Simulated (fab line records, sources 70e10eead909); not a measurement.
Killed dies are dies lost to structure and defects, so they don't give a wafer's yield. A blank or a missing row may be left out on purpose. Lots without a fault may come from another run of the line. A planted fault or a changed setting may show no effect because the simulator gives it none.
fab line records | flow nand_harc
record lots=7 wafers=19 last_day=34
route steps=1302 shown A_CONTACT@1103 A_BLC@1107 END@1302
lots that met no fault: from a run of the same line without faults
start_h: hours from the record's first day to the start of the lot's first wafer shown | wait_h: hours since the lot's step before | " the same as in the row above | L1.1+2: a row that stands for several wafers | - no value, or no start given | * or withheld: withheld | < > ~ a bound
route shown NAME@n: a module of which the file shows steps, and the number in the route of the first | usual: mean/standard deviation of fault-free wafers | same: alike in all rows | chamber/n: place in a boat | sites: the reading at each site | _std_site: their standard deviation | _edge_site: outer sites' mean less inner sites' | radius_mm: how far each site lies from the wafer's centre | mask NAME#n: copy n | behind: the tool/chamber that last shaped the wafer | hold: why the lot was held/for how many hours/how that ended | device: the transistor (n, p or np) that didn't switch | end of line: the same wafers' tests at the end of the route | a step without rows: its recipe alone | killed: dies lost to structure and defects at the first sort, not the wafer's yield | map: a wafer's dies, x killed, . not, _ none there
set.NAME: the setting as run; set.NAME@STEP: as run at that earlier step | model.NAME: the simulator's own value behind a step, which no gauge read
lots at some steps of the route; a table a step, a row a wafer
services: from which hour (start_h, from the record's first day; less than 0 if before it) a tool's chamber was out of use, for how many hours, and why
## steps
# step NHARC_A_CONTACT_CMP_20
# recipe t_overpolish_s=30 target_thk_nm=300
# usual motor_current_A=12.1/1 overpolish_run_s=30.000/0.01 retaining_ring_pressure_frac=1.001/0.0045 time_to_endpoint_s=60.2/2.7
# columns lot.wafer tool chamber start_h wait_h motor_current_A overpolish_run_s retaining_ring_pressure_frac time_to_endpoint_s
L561.3 cmp-01 1 529.69 0.5 12.9 29.999 1.000 58.3
L561.1 " 2 " " 13.1 29.996 0.997 62.8
L561.4 " 0 " " 12.8 30.002 1.000 62.0
L563.2 cmp-01 2 553.39 0.6 12.7 30.003 1.004 60.1
L563.4 " 1 " " 13.1 29.971 0.998 58.7
L563.5 " 2 " " 12.8 29.991 1.006 61.3
L566.1 cmp-02 3 618.78 0.8 12.3 30.004 1.004 64.0
L566.6 " 3 " " 12.5 29.979 1.000 58.9
L566.5 " 0 " " 11.2 30.004 0.995 59.3
L569.4 cmp-01 0 628.98 0.6 13.1 29.998 1.001 63.7
L569.5 " 3 " " 10.8 30.005 1.003 61.1
L570.4 cmp-03 1 652.12 0.4 12.9 30.011 0.997 62.3
L570.5 " 0 " " 11.7 29.996 1.005 61.2
L581.4 cmp-02 0 751.26 0.4 10.7 30.015 0.993 58.5
L581.1 " 1 " " 10.6 29.995 0.998 56.6
L581.6 " 1 " " 10.9 30.003 0.998 59.2
L580.1 cmp-01 1 764.40 0.6 12.3 29.996 1.003 55.6
L580.4 " 3 " " 10.8 30.003 1.001 58.1
L580.5 " 2 " " 12.9 30.000 1.000 62.1
# step NHARC_A_CONTACT_SRD_22
# step NHARC_A_CONTACT_INSPECT_23
# usual raw_defect_count=524/130
# columns lot.wafer tool chamber start_h wait_h raw_defect_count
L561.1 defect_inspect-01 - 530.09 0.1 793
L561.3 " - " " 718
L561.4 " - " " 641
L563.2 defect_inspect-02 - 553.81 0.1 480
L563.4 " - " " 373
L563.5 " - " " 432
L566.1 defect_inspect-01 - 619.18 0.1 580
L566.5 " - " " 382
L566.6 " - " " 457
L569.4 defect_inspect-01 - 629.33 0.1 463
L569.5 " - " " 557
L570.4 defect_inspect-01 - 652.52 0.1 604
L570.5 " - " " 743
L581.1 defect_inspect-01 - 751.68 0.1 404
L581.4 " - " " 553
L581.6 " - " " 341
L580.1 defect_inspect-02 - 764.80 0.1 373
L580.4 " - " " 415
L580.5 " - " " 416
# step NHARC_A_BLC_DEHYDRATE_00
# recipe temp_c=150 time_s=120
# step NHARC_A_BLC_HMDS_01
# recipe time_s=30
# step NHARC_A_BLC_COAT_02
# recipe temp_c=260 time_s=75
# step NHARC_A_BLC_COAT_03
# recipe temp_c=225 time_s=65
# step NHARC_A_BLC_COAT_04
# recipe spin_rpm=1500 resist_thk_nm=90
# step NHARC_A_BLC_SOFTBAKE_05
# recipe temp_c=105 time_s=55
# step NHARC_A_BLC_EBR_06
# step NHARC_A_BLC_EXPOSE_07
# recipe na=1.35 target_cd_nm=100 dose_mj=67.97 mask_id=A_BLC
# step NHARC_A_BLC_PEB_08
# recipe peb_temp_c=100 peb_time_s=65
# usual heater_power_total_W=156.6/0.4
# columns lot.wafer tool chamber start_h wait_h heater_power_total_W
L561.1 litho_track-01 0 530.40 0.1 156.9
L561.3 " 0 " " 156.2
L561.4 " 0 " " 156.6
L563.2 litho_track-06 0 554.12 0.1 156.4
L563.4 " 0 " " 156.0
L563.5 " 0 " " 156.1
L566.1 litho_track-01 0 619.61 0.1 170.4
L566.5 " 0 " " 169.6
L566.6 " 0 " " 156.1
L569.4 litho_track-01 0 629.63 0.0 155.9
L569.5 " 0 " " 169.1
L570.4 litho_track-01 0 652.95 0.0 156.5
L570.5 " 0 " " 169.2
L581.1 litho_track-04 0 752.11 0.1 157.2
L581.4 " 0 " " 156.2
L581.6 " 0 " " 157.1
L580.1 litho_track-06 0 765.23 0.1 156.3
L580.4 " 0 " " 156.6
L580.5 " 0 " " 156.6
# step NHARC_A_BLC_DEVELOP_09
# recipe develop_time_s=35 dev_temp_c=23
# step NHARC_A_BLC_CD_MEAS_10
# recipe target_cd_nm=100 landing_energy_ev=500
# usual cd_nm=99.8/0.67
# columns lot.wafer tool chamber start_h wait_h cd_nm
L561.1 cd_sem-01 0 530.47 - 99.4
L561.3 " 0 " " 99.2
L561.4 " 0 " " 100.2
L563.2 cd_sem-02 0 554.20 - 99.4
L563.4 " 0 " " 100.4
L563.5 " 0 " " 99.4
L566.1 cd_sem-01 0 619.68 - 93.5
L566.5 " 0 " " 94.3
L566.6 " 0 " " 99.8
L569.4 cd_sem-01 0 629.72 - 99.1
L569.5 " 0 " " 93.3
L570.4 cd_sem-03 0 653.04 - 100.1
L570.5 " 0 " " 94.2
L581.1 cd_sem-01 0 752.18 - 100.8
L581.4 " 0 " " 100.2
L581.6 " 0 " " 99.8
L580.1 cd_sem-02 0 765.30 - 100.8
L580.4 " 0 " " 99.8
L580.5 " 0 " " 99.9
# step NHARC_A_BLC_OVL_MEAS_11
# usual overlay_x_nm=0.1/0.99 overlay_y_nm=-0.2/0.81
# columns lot.wafer tool chamber start_h wait_h overlay_x_nm overlay_y_nm
L561.1 overlay-02 - 530.56 - -0.4 -1.0
L561.3 " - " " -0.2 -0.8
L561.4 " - " " -0.3 -1.5
L563.2 overlay-01 - 554.28 - 0.2 0.0
L563.4 " - " " -0.2 0.0
L563.5 " - " " -0.3 0.3
L566.1 overlay-01 - 619.77 - -1.0 -0.6
L566.5 " - " " -2.3 0.6
L566.6 " - " " -2.0 0.3
L569.4 overlay-01 - 629.80 - 0.2 0.0
L569.5 " - " " 0.0 0.2
L570.4 overlay-01 - 653.12 - 1.3 0.1
L570.5 " - " " 0.9 0.0
L581.1 overlay-02 - 752.27 - 0.3 -0.6
L581.4 " - " " 0.2 -0.4
L581.6 " - " " 0.9 -1.0
L580.1 overlay-02 - 765.39 - 0.0 0.4
L580.4 " - " " -0.8 0.4
L580.5 " - " " -0.2 0.9
# step NHARC_A_BLC_INSPECT_12
# usual raw_defect_count=92/31
# columns lot.wafer tool chamber start_h wait_h raw_defect_count
L561.1 defect_inspect-01 - 530.60 0.0 90
L561.3 " - " " 73
L561.4 " - " " 67
L563.2 defect_inspect-02 - 554.32 0.0 120
L563.4 " - " " 101
L563.5 " - " " 113
L566.1 defect_inspect-02 - 619.81 0.0 86
L566.5 " - " " 66
L566.6 " - " " 84
L569.4 defect_inspect-01 - 629.84 0.0 72
L569.5 " - " " 85
L570.4 defect_inspect-02 - 653.16 0.0 50
L570.5 " - " " 70
L581.1 defect_inspect-01 - 752.31 0.0 86
L581.4 " - " " 80
L581.6 " - " " 76
L580.1 defect_inspect-02 - 765.43 0.0 92
L580.4 " - " " 112
L580.5 " - " " 80
# step NHARC_A_BLC_DESCUM_15
# recipe time_s=3 o2_flow_sccm=200 ar_flow_sccm=0 bias_power_w=0 chemistry=O2
# usual drypump_motor_current_A=5.7/0.49 oes_product_au=0.997/0.0083 rf_vpp_V=57.6/0.98 showerhead_plenum_p_Torr=1.88/0.083 throttle_valve_pct=11.312/0.0086
# columns lot.wafer tool chamber start_h wait_h drypump_motor_current_A oes_product_au rf_hours_counter_h rf_vpp_V showerhead_plenum_p_Torr throttle_valve_pct model.A_BLC.cd_nm
L561.3 rie_diel-02 1 530.66 0.1 5.2 0.987 8 57.3 1.79 11.321 99.07
L561.1 " 3 " " 6.4 1.010 9 58.9 1.95 11.324 99.51
L561.4 " 3 " " 6.4 0.998 - 58.2 1.95 11.322 99.91
L563.2 rie_diel-02 2 554.39 0.1 5.8 0.984 10 57.2 1.98 11.315 98.72
L563.4 " 3 " " 6.3 0.996 10 57.8 1.95 11.315 100.3
L563.5 " 2 " " 5.7 0.994 - 58.6 1.98 11.320 98.65
L566.1 rie_diel-02 3 619.90 0.1 6.3 0.991 2 57.8 1.95 11.324 92.81
L566.6 " 0 " " 5.8 0.993 - 55.6 1.80 11.316 99.49
L566.5 " 1 " " 5.2 0.994 - 56.8 1.79 11.305 94.5
L569.4 rie_diel-06 3 629.90 0.1 5.5 0.991 9 58.1 2.01 11.307 98.6
L569.5 " 3 " " 5.5 1.004 - 58.7 2.01 11.323 93.46
L570.4 rie_diel-06 1 653.23 0.1 5.7 0.990 12 57.5 1.86 11.310 100.4
L570.5 " 3 " " 5.5 0.994 - 58.6 2.01 11.309 94.33
L581.4 rie_diel-06 0 752.37 0.1 6.1 0.990 7 56.8 1.78 11.308 99.71
L581.1 " 2 " " 4.7 0.989 6 57.0 1.86 11.320 101.4
L581.6 " 0 " " 6.1 0.987 - 58.0 1.78 11.318 99.1
L580.1 rie_diel-06 2 765.49 0.1 4.7 0.988 7 57.5 1.86 11.309 101
L580.4 " 1 " " 5.7 0.997 8 56.3 1.86 11.309 100.5
L580.5 " 2 " " 4.7 0.990 - 57.5 1.86 11.302 100.5
# step NHARC_A_BLC_ETCH_16
# recipe target_depth_a=390 over_etch_frac=0.3 time_s=65 ion_energy_ev=80 cf4_flow_sccm=150 ar_flow_sccm=0 rf_w=300 bias_w=100 chemistry=CF4
# usual bias_w=100.0/0.31 drypump_motor_current_A=5.7/0.49 oes_product_au=0.997/0.0083 rf_vpp_V=150.8/1.3 showerhead_plenum_p_Torr=1.74/0.072 throttle_valve_pct=13.283/0.0096
# columns lot.wafer tool chamber start_h wait_h bias_w drypump_motor_current_A oes_product_au rf_hours_counter_h rf_vpp_V showerhead_plenum_p_Torr throttle_valve_pct
L561.1 rie_diel-02 2 530.77 0.1 99.7 5.7 0.984 9 152.2 1.82 13.286
L561.3 " 3 " " 100.2 6.3 0.997 9 151.7 1.80 13.279
L561.4 " 2 " " 99.5 5.7 0.992 - 151.8 1.82 13.286
L563.2 rie_diel-02 0 554.47 0.1 100.2 5.7 1.009 8 149.7 1.67 13.287
L563.4 " 1 " " 99.9 5.2 0.992 10 150.9 1.66 13.277
L563.5 " 1 " " 99.9 5.2 0.990 - 148.5 1.66 13.273
L566.1 rie_diel-02 0 619.98 0.1 100.0 5.7 0.991 2 151.2 1.67 13.283
L566.6 " 1 " " 100.0 5.2 0.992 - 150.4 1.66 13.300
L566.5 " 2 " " 99.5 5.7 1.007 - 152.5 1.82 13.291
L569.4 rie_diel-06 2 629.98 0.1 99.6 4.7 0.996 10 150.6 1.72 13.282
L569.5 " 3 " " 99.9 5.5 0.997 - 151.6 1.85 13.266
L570.4 rie_diel-06 1 653.31 0.1 100.8 5.7 0.989 12 151.0 1.72 13.288
L570.5 " 0 " " 99.4 6.1 0.993 - 150.9 1.66 13.290
L581.1 rie_diel-06 1 752.46 0.1 100.1 5.7 0.989 6 150.9 1.72 13.275
L581.4 " 2 " " 99.3 4.7 0.998 6 150.2 1.72 13.291
L581.6 " 0 " " 99.8 6.1 0.994 - 149.8 1.66 13.275
L580.1 rie_diel-06 2 765.58 0.1 99.7 4.7 1.002 7 148.9 1.72 13.284
L580.4 " 3 " " 99.8 5.5 0.999 7 153.1 1.85 13.287
L580.5 " 1 " " 100.0 5.7 0.997 - 149.7 1.72 13.293
# step NHARC_A_BLC_ETCH_17
# recipe target_depth_a=3900 over_etch_frac=0.25 time_s=609.38 ion_energy_ev=200 n2_flow_sccm=150 h2_flow_sccm=150 ar_flow_sccm=0 rf_w=400 bias_w=150 chemistry=N2/H2
# usual bias_w=150.0/0.46 drypump_motor_current_A=5.6/0.48 h2_flow_sccm=150.0/0.41 oes_product_au=0.998/0.0071 rf_vpp_V=429.5/2.7 showerhead_plenum_p_Torr=2.00/0.093 throttle_valve_pct=14.170/0.0091
# columns lot.wafer tool chamber start_h wait_h bias_w drypump_motor_current_A h2_flow_sccm oes_product_au rf_hours_counter_h rf_vpp_V showerhead_plenum_p_Torr throttle_valve_pct
L561.3 rie_diel-02 2 - - 150.0 5.8 150.5 0.993 9 432.7 2.11 14.166
L561.1 " 3 " " 149.7 6.3 149.8 0.997 9 431.3 2.08 14.169
L561.4 " 1 " " 150.2 5.2 149.8 0.991 - 427.2 1.91 14.150
L563.2 rie_diel-02 0 - - 150.5 5.7 149.6 1.006 8 427.0 1.92 14.170
L563.4 " 3 " " 150.2 6.3 149.8 0.998 10 432.2 2.08 14.172
L563.5 " 1 " " 150.3 5.2 151.0 0.992 - 427.1 1.91 14.174
L566.1 rie_diel-02 2 - - 149.9 5.7 150.3 0.984 2 433.3 2.11 14.153
L566.6 " 1 " " 149.7 5.2 150.1 0.993 - 427.1 1.90 14.152
L566.5 " 2 " " 150.2 5.7 150.7 0.987 - 431.6 2.11 14.173
L569.4 rie_diel-06 3 - - 150.3 5.6 150.6 1.005 9 433.8 2.15 14.162
L569.5 " 3 " " 150.8 5.5 150.0 0.991 - 434.2 2.15 14.174
L570.4 rie_diel-06 1 - - 149.8 5.7 149.8 1.011 12 430.3 1.98 14.162
L570.5 " 2 " " 150.3 4.7 149.7 1.002 - 428.8 1.98 14.178
L581.1 rie_diel-06 2 - - 150.3 4.7 150.2 0.996 6 428.2 1.98 14.184
L581.4 " 3 " " 149.9 5.5 149.7 0.997 7 431.9 2.14 14.173
L581.6 " 0 " " 149.2 6.1 150.3 1.000 - 426.2 1.90 14.163
L580.1 rie_diel-06 3 - - 149.8 5.5 150.2 1.007 7 433.7 2.14 14.189
L580.4 " 1 " " 150.4 5.7 149.9 0.999 8 427.4 1.98 14.171
L580.5 " 3 " " 149.5 5.5 150.3 0.992 - 434.4 2.14 14.165
# step NHARC_A_BLC_ETCH_18
# recipe target_depth_a=9100 c4f8_flow_sccm=20 o2_flow_sccm=10 ar_flow_sccm=withheld rf_w=600 bias_w=1500 chemistry=C4F8/O2/Ar
# usual bias_w=1500/4.7 oes_product_au=0.945/0.021 rf_vpp_V=976/5.8
# columns lot.wafer tool chamber start_h wait_h bias_w oes_product_au rf_hours_counter_h rf_vpp_V model.A_BLC.cd_nm
L561.3 rie_diel-02 1 - - 1496 0.916 9 971 98.22
L561.1 " 2 " " 1501 0.921 9 982 102.8
L561.4 " 3 " " 1498 0.919 - 981 98.03
L563.2 rie_diel-02 1 - - 1496 0.910 10 968 101.1
L563.4 " 3 " " 1506 0.926 10 980 101
L563.5 " 2 " " 1497 0.916 - 982 98.09
L566.1 rie_diel-02 3 - - 1498 0.957 2 982 90.94
L566.6 " 3 " " 1505 0.965 - 981 97.76
L566.5 " 0 " " 1502 0.960 - 971 98.38
L569.4 rie_diel-06 1 - - 1503 0.929 11 974 101
L569.5 " 2 " " 1505 0.930 - 973 93.76
L570.4 rie_diel-06 3 - - 1501 0.920 11 984 102.5
L570.5 " 1 " " 1496 0.928 - 975 95.63
L581.1 rie_diel-06 0 - - 1500 0.959 7 969 100.9
L581.4 " 1 " " 1497 0.955 7 974 97.75
L581.6 " 1 " " 1492 0.951 - 974 100.1
L580.1 rie_diel-06 1 - - 1498 0.917 8 974 97.99
L580.4 " 3 " " 1499 0.924 8 984 99.65
L580.5 " 0 " " 1502 0.919 - 969 100.2
# step NHARC_A_BLC_CD_MEAS_19
# usual cd_nm=100.8/2.2
# columns lot.wafer tool chamber start_h wait_h cd_nm
L561.1 cd_sem-02 - 531.81 - 103.0
L561.3 " - " " 98.2
L561.4 " - " " 98.1
L563.2 cd_sem-03 - 555.35 - 101.5
L563.4 " - " " 101.0
L563.5 " - " " 98.3
L566.1 cd_sem-01 - 620.84 - 91.1
L566.5 " - " " 98.6
L566.6 " - " " 97.5
L569.4 cd_sem-01 - 630.87 - 101.0
L569.5 " - " " 93.9
L570.4 cd_sem-01 - 654.18 - 102.4
L570.5 " - " " 95.6
L581.1 cd_sem-02 - 753.39 - 101.0
L581.4 " - " " 97.7
L581.6 " - " " 100.2
L580.1 cd_sem-03 - 766.46 - 97.9
L580.4 " - " " 99.7
L580.5 " - " " 100.4
# step NHARC_A_BLC_STRIP_29
# recipe cf4_flow_sccm=150 ar_flow_sccm=0 bias_w=0 chemistry=CF4
# usual drypump_motor_current_A=5.7/0.5 oes_product_au=0.998/0.0092 rf_vpp_V=59.2/0.97 showerhead_plenum_p_Torr=1.74/0.074 throttle_valve_pct=13.284/0.008
# same bias_w=0
# columns lot.wafer tool chamber start_h wait_h drypump_motor_current_A oes_product_au rf_hours_counter_h rf_vpp_V showerhead_plenum_p_Torr throttle_valve_pct
L561.3 rie_diel-06 3 531.89 0.1 5.5 0.998 2 58.9 1.85 13.286
L561.4 " 0 " " 6.1 0.997 3 58.1 1.66 13.294
L561.1 " 2 " " 4.7 1.009 2 60.9 1.72 13.286
L563.2 rie_diel-02 2 555.42 0.1 5.7 0.990 10 59.8 1.82 13.277
L563.4 " 0 " " 5.7 1.010 9 56.8 1.67 13.287
L563.5 " 2 " " 5.7 1.001 - 58.0 1.82 13.285
L566.1 rie_diel-02 2 620.93 0.1 5.8 0.998 2 60.3 1.82 13.286
L566.5 " 0 " " 5.7 0.991 - 57.5 1.67 13.290
L566.6 " 1 " " 5.2 0.998 - 58.1 1.66 13.291
L569.4 rie_diel-02 3 630.94 0.1 6.3 0.983 2 59.4 1.80 13.287
L569.5 " 0 " " 5.7 0.994 - 60.3 1.67 13.286
L570.4 rie_diel-02 3 654.27 0.1 6.3 0.986 4 60.1 1.80 13.284
L570.5 " 1 " " 5.2 0.995 - 57.9 1.66 13.292
L581.4 rie_diel-06 0 753.46 0.1 6.1 0.984 8 59.8 1.66 13.275
L581.1 " 1 " " 5.7 0.993 7 58.6 1.72 13.287
L581.6 " 0 " " 6.1 0.992 - 58.7 1.66 13.280
L580.1 rie_diel-02 1 766.54 0.1 5.2 1.005 0 57.2 1.66 13.286
L580.4 " 2 " " 5.7 0.986 0 60.2 1.82 13.281
L580.5 " 0 " " 5.7 1.005 - 59.9 1.67 13.278
# step NHARC_END_SORT_01
# recipe temp_c=25
# usual killed_at_array=64/16 killed_at_other=1.0/1.1 killed_at_periphery=3.5/2.3 killed_dies=69/17 killed_open=3.2/1.6 killed_short=2.4/1.6
# same gross_dies=677
# columns lot.wafer tool chamber start_h wait_h killed_at_array killed_at_other killed_at_periphery killed_dies killed_open killed_short
L561.1 prober-02 0 583.54 2.5 75 0 2 77 3 3
L561.3 prober-02 0 585.14 3.1 62 0 3 65 4 4
L561.4 prober-02 0 585.95 3.4 53 0 2 55 3 3
L566.1 prober-01 0 664.09 2.5 63 3 3 69 4 1
L566.5 prober-01 0 667.24 3.6 54 2 2 58 4 2
L566.6 prober-01 0 668.02 3.9 54 3 2 59 4 1
L569.4 prober-01 0 676.80 3.4 51 1 7 59 5 2
L569.5 prober-01 0 677.61 3.7 49 1 1 51 3 4
L570.4 prober-01 0 701.60 3.4 50 2 2 54 3 4
L570.5 prober-01 0 702.41 3.7 57 1 3 61 7 2
# killed by level:class
L561.1 A_CHANNEL_HOLE_D1:chamber_film_flake=44 A_CHANNEL_HOLE_D2:chamber_film_flake=14 A_STAIRCASE:chamber_film_flake=4 A_WL_FILL:geometric_particle:open=2 A_CHANNEL_FILL_D2:chamber_film_flake=2 A_CONTACT:chamber_film_flake=2 A_M1:chamber_film_flake=2 A_DECK1_JOINT:geometric_particle:short=1
L561.3 A_CHANNEL_HOLE_D1:chamber_film_flake=38 A_CHANNEL_HOLE_D2:chamber_film_flake=8 A_CHANNEL_FILL_D2:chamber_film_flake=3 A_DECK1_JOINT:chamber_film_flake=2 A_STAIRCASE:chamber_film_flake=2 P_CONTACT:geometric_particle:open=1 P_M0:geometric_particle:open=1 A_ONON_D1:geometric_particle:short=1
L561.4 A_CHANNEL_HOLE_D1:chamber_film_flake=35 A_CHANNEL_HOLE_D2:chamber_film_flake=5 A_CHANNEL_FILL_D2:chamber_film_flake=2 A_CONTACT:chamber_film_flake=2 P_CONTACT:geometric_particle:open=1 A_ONON_D1:geometric_particle:open=1 A_CHANNEL_FILL_D1:geometric_particle:short=1 A_DECK1_JOINT:geometric_particle:open=1
L566.1 A_CHANNEL_HOLE_D1:chamber_film_flake=37 A_CHANNEL_HOLE_D2:chamber_film_flake=18 THIN_TSV:chamber_film_flake=3 A_ZERO_WELL:chamber_film_flake=2 P_CONTACT:geometric_particle:open=1 P_M0:geometric_particle:open=1 A_DECK1_JOINT:geometric_particle:short=1 A_DECK1_JOINT:geometric_particle:open=1
L566.5 A_CHANNEL_HOLE_D1:chamber_film_flake=30 A_CHANNEL_HOLE_D2:chamber_film_flake=14 A_CHANNEL_FILL_D1:chamber_film_flake=3 A_STAIRCASE:chamber_film_flake=2 THIN_TSV:chamber_film_flake=2 P_GATE:geometric_particle:open=1 P_CONTACT:geometric_particle:open=1 A_CHANNEL_FILL_D1:geometric_particle:short=1
L566.6 A_CHANNEL_HOLE_D1:chamber_film_flake=32 A_CHANNEL_HOLE_D2:chamber_film_flake=13 A_CONTACT:chamber_film_flake=4 THIN_TSV:chamber_film_flake=3 P_CONTACT:geometric_particle:open=1 A_CHANNEL_HOLE_D1:geometric_particle:open=1 A_CHANNEL_FILL_D1:geometric_particle:open=1 A_ONON_D2:geometric_particle:open=1
L569.4 A_SLIT:chamber_film_flake=27 A_CHANNEL_HOLE_D1:chamber_film_flake=8 A_CONTACT:chamber_film_flake=5 A_WL_FILL:chamber_film_flake=4 A_ONON_D2:geometric_particle:open=3 P_GATE:chamber_film_flake=3 A_SGD_CUT:geometric_particle:short=2 P_ZERO_WELL:chamber_film_flake=2
L569.5 A_SLIT:chamber_film_flake=29 A_CHANNEL_HOLE_D1:chamber_film_flake=7 A_CONTACT:chamber_film_flake=4 A_WL_FILL:geometric_particle:short=2 A_WL_FILL:chamber_film_flake=2 A_CHANNEL_FILL_D1:geometric_particle:open=1 A_ONON_D2:geometric_particle:open=1 A_CHANNEL_FILL_D2:geometric_particle:short=1
L570.4 A_CHANNEL_HOLE_D2:chamber_film_flake=27 A_CONTACT:chamber_film_flake=6 A_CHANNEL_HOLE_D1:chamber_film_flake=5 A_WL_FILL:geometric_particle:short=2 A_DECK1_JOINT:chamber_film_flake=2 A_SLIT:chamber_film_flake=2 A_M0:chamber_film_flake=2 THIN_TSV:chamber_film_flake=2
L570.5 A_CHANNEL_HOLE_D2:chamber_film_flake=29 A_CHANNEL_HOLE_D1:chamber_film_flake=7 A_CONTACT:chamber_film_flake=7 A_SLIT:chamber_film_flake=4 A_DECK1_JOINT:chamber_film_flake=3 A_ONON_D2:geometric_particle:open=2 P_CONTACT:geometric_particle:open=1 P_M1:geometric_particle:open=1
## services
# columns tool chamber start_h hours kind
rie_diel-06 - 523.55 0.5 repair
rie_diel-02 0 526.22 5.4 repair
cmp-02 - 526.81 4.0 pm
litho_track-06 - 529.00 7.0 pm
litho_track-04 - 553.00 7.0 pm
rie_diel-02 - 570.70 9.0 pm
cmp-01 - 577.56 4.0 pm
rie_diel-06 3 598.50 14.2 repair
cmp-02 - 624.81 4.0 pm
cmp-01 - 635.94 2.1 repair
rie_diel-06 - 651.01 0.7 repair
rie_diel-06 - 661.23 9.0 pm
cmp-01 - 675.56 4.0 pm
litho_track-01 - 680.00 7.0 pm
rie_diel-02 3 690.49 6.1 repair
rie_diel-02 2 701.35 3.5 repair
litho_track-06 - 704.00 7.0 pm
rie_diel-02 0 706.74 45.4 repair
cmp-02 - 714.69 1.9 repair
cmp-02 - 722.92 4.0 pm
litho_track-04 - 728.00 7.0 pm
rie_diel-06 3 730.26 5.6 repair
rie_diel-02 2 737.60 3.9 repair
rie_diel-02 - 747.94 9.0 pm
## key
first_sign step=NHARC_A_BLC_PEB_08 reading=heater_power_total_W direction=up sigmas=32 usual=* struck=*
effect step=NHARC_A_BLC_CD_MEAS_10 reading=cd_nm direction=down sigmas=8.9 usual=99.8 struck=93.8
effect step=NHARC_A_BLC_CD_MEAS_19 reading=cd_nm direction=down sigmas=2.8 usual=100.8 struck=94.8
model_effect step=NHARC_A_BLC_DESCUM_15 value=A_BLC.cd_nm without=99.18 struck=93.77
model_effect step=NHARC_A_BLC_ETCH_18 value=A_BLC.cd_nm without=100.1 struck=94.68
met_at NHARC_A_BLC_PEB_08
struck_wafers L566.1,L566.5,L569.5,L570.5
tester_left_out L566,L569,L570
onset_between 530.40 619.61
fault kind=process_parameter_drift tool=litho_track-01 chamber=- onset_h=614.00 steps=NHARC_A_BLC_PEB_08 channel=peb_time_s offset=* shape=step end_h=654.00 scope=struck_wafers_only acts_in=* stated=*
# tester_left_out: of these lots the tester's yield and bins aren't shown, on N5 and GAA mostly nor the transistor test; their killed dies are dies lost to structure and defects alone, not to doping, threshold or leakage, so they don't give the yield
